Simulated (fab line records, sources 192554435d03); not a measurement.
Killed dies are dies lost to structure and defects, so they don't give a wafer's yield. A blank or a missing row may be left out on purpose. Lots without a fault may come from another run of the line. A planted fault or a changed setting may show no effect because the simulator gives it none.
Split-lot experiment | flow n5_finfet | 7 lots, 39 wafers read, on a route of 1938 steps

THE SPLIT
At N5_FIN_SAQP_HM_DEP_03 (deposits SiNx from SiH4/NH3/N2, target thk 38 nm, time 33.6 s), the setting time_s was moved away from the recipe's 33.6 s on 12 of the 39 wafers read, by -43.3% to -26.8%. The other wafers ran this setting at the recipe's value.

FROM THE SPLIT TO THE READING: what the file shows between them, 4 steps
- N5_FIN_SAQP_THK_MEAS_05
- N5_FIN_SAQP_PECVD_47: deposits a-Si from SiH4/He, target thk 45 nm, time 36.3 s
- N5_FIN_SAQP_PECVD_48: deposits SiNx from SiH4/NH3/N2, target thk 25 nm, time 22.1 s
- N5_FIN_SAQP_MANDREL2_REMOVE_60: chemistry HBr/Cl2/O2, target a-Si, stops on SiNx, bt time 10 s

THE READING
etch.depth_nm (the simulator's own value, which no gauge read), in nm, at N5_FIN_SAQP_HM_OPEN_33 (chemistry CH3F/O2, target SiNx, target depth 49.4 nm, time 70.6 s). The file gives no usual value for it. The 27 wafers here that ran the recipe average 37.29 nm, standard deviation 0.47 nm.

wafer  | tool, chamber at the split | time_s as run, s | against the recipe | etch.depth_nm, nm | against lot-mates on the recipe
L075.1 | pecvd-01, 0                | 33.6             | recipe             | 37.17             | -
L075.2 | pecvd-01, 1                | 33.6             | recipe             | 37.63             | -
L075.3 | pecvd-01, 2                | 33.6             | recipe             | 37.31             | -
L075.4 | pecvd-01, 2                | 33.6             | recipe             | 38                | -
L075.5 | pecvd-01, 1                | 33.6             | recipe             | 38.05             | -
L075.6 | pecvd-01, 0                | 33.6             | recipe             | 37.71             | -
L076.2 | pecvd-02, 1                | 33.6             | recipe             | 37.51             | -
L076.4 | pecvd-02, 0                | 33.6             | recipe             | 37.87             | -
L076.6 | pecvd-02, 2                | 33.6             | recipe             | 37.66             | -
L083.1 | pecvd-01, 2                | 33.6             | recipe             | 36.8              | -
L083.2 | pecvd-01, 0                | 33.6             | recipe             | 36.93             | -
L083.3 | pecvd-01, 0                | 33.6             | recipe             | 37.49             | -
L083.4 | pecvd-01, 2                | 33.6             | recipe             | 37.3              | -
L083.5 | pecvd-01, 2                | 33.6             | recipe             | 37.62             | -
L083.6 | pecvd-01, 0                | 33.6             | recipe             | 37.67             | -
L086.1 | pecvd-03, 2                | 33.6             | recipe             | 36.43             | -
L086.2 | pecvd-03, 0                | 19.04            | -43.3%             | 20.51             | -16.09
L086.3 | pecvd-03, 1                | 33.6             | recipe             | 36.64             | -
L086.4 | pecvd-03, 1                | 19.04            | -43.3%             | 20.55             | -16.05
L086.5 | pecvd-03, 2                | 19.04            | -43.3%             | 20.19             | -16.41
L086.6 | pecvd-03, 0                | 33.6             | recipe             | 36.74             | -
L087.1 | pecvd-03, 0                | 33.6             | recipe             | 36.51             | -
L087.2 | pecvd-03, 2                | 24.59            | -26.8%             | 26.54             | -10.42
L087.3 | pecvd-03, 1                | 24.59            | -26.8%             | 26.3              | -10.66
L087.4 | pecvd-03, 1                | 33.6             | recipe             | 37.24             | -
L087.5 | pecvd-03, 0                | 24.59            | -26.8%             | 26.76             | -10.20
L087.6 | pecvd-03, 2                | 33.6             | recipe             | 37.12             | -
L088.1 | pecvd-02, 2                | 21.62            | -35.7%             | 24.09             | -13.57
L088.2 | pecvd-02, 0                | 21.62            | -35.7%             | 23.94             | -13.72
L088.3 | pecvd-02, 1                | 21.62            | -35.7%             | 23.76             | -13.90
L088.4 | pecvd-02, 2                | 33.6             | recipe             | 37.31             | -
L088.5 | pecvd-02, 0                | 33.6             | recipe             | 37.92             | -
L088.6 | pecvd-02, 1                | 33.6             | recipe             | 37.75             | -
L097.1 | pecvd-01, 2                | 33.6             | recipe             | 36.75             | -
L097.2 | pecvd-01, 1                | 33.6             | recipe             | 36.87             | -
L097.3 | pecvd-01, 0                | 33.6             | recipe             | 36.95             | -
L097.4 | pecvd-01, 0                | 21.64            | -35.6%             | 24.13             | -12.73
L097.5 | pecvd-01, 2                | 21.64            | -35.6%             | 24.89             | -11.97
L097.6 | pecvd-01, 1                | 21.64            | -35.6%             | 24.53             | -12.33

THE FIT
A straight line over all 39 wafers: etch.depth_nm changes by +0.38 nm for each +1% of time_s; r = +1.00; the points scatter about the line by 0.51 nm.
The same after taking each lot's own level away (the mean of its wafers on the recipe; 39 wafers): +0.372 nm for each +1%; r = +1.00; scatter 0.41 nm.
On that fit, the largest move of time_s shifts the reading by 16 nm.
The lots' own levels span 36.603 to 37.680 nm, that is 2.3 times the standard deviation above.
So the lot-to-lot level changes the slope little: the two slopes agree.
Check: with one of the wafers moved furthest among these (-43.3%) left out of the fit, the line predicts -16.1 nm for it against its lot-mates. It came out at -16.1 nm against them.

THE WHOLE CHAIN: every reading that the file lists as answering this split, in the file's order
step                    | what it does                                                      | reading                                                                            | change (the file's fit)               | r (the file's)
N5_FIN_SAQP_HM_DEP_03   | deposits SiNx from SiH4/NH3/N2, target thk 38 nm, time 33.6 s     | SiNx_of_FIN_SAQP_HM_DEP_03.thk_nm (the simulator's own value, which no gauge read) | +0.372 nm for each +1% of the setting | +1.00
N5_FIN_SAQP_THK_MEAS_05 |                                                                   | thk_nm                                                                             | withheld for each +1% of the setting  | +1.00
N5_FIN_SAQP_HM_OPEN_33  | chemistry CH3F/O2, target SiNx, target depth 49.4 nm, time 70.6 s | etch_rf_on_time_s                                                                  | withheld for each +1% of the setting  | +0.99
N5_FIN_SAQP_HM_OPEN_33  | chemistry CH3F/O2, target SiNx, target depth 49.4 nm, time 70.6 s | etch.depth_nm (the simulator's own value, which no gauge read)                     | +0.372 nm for each +1% of the setting | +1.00

THE FILE'S OWN FIT
etch.depth_nm changes by +0.372 nm for each +1% of time_s, r = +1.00.
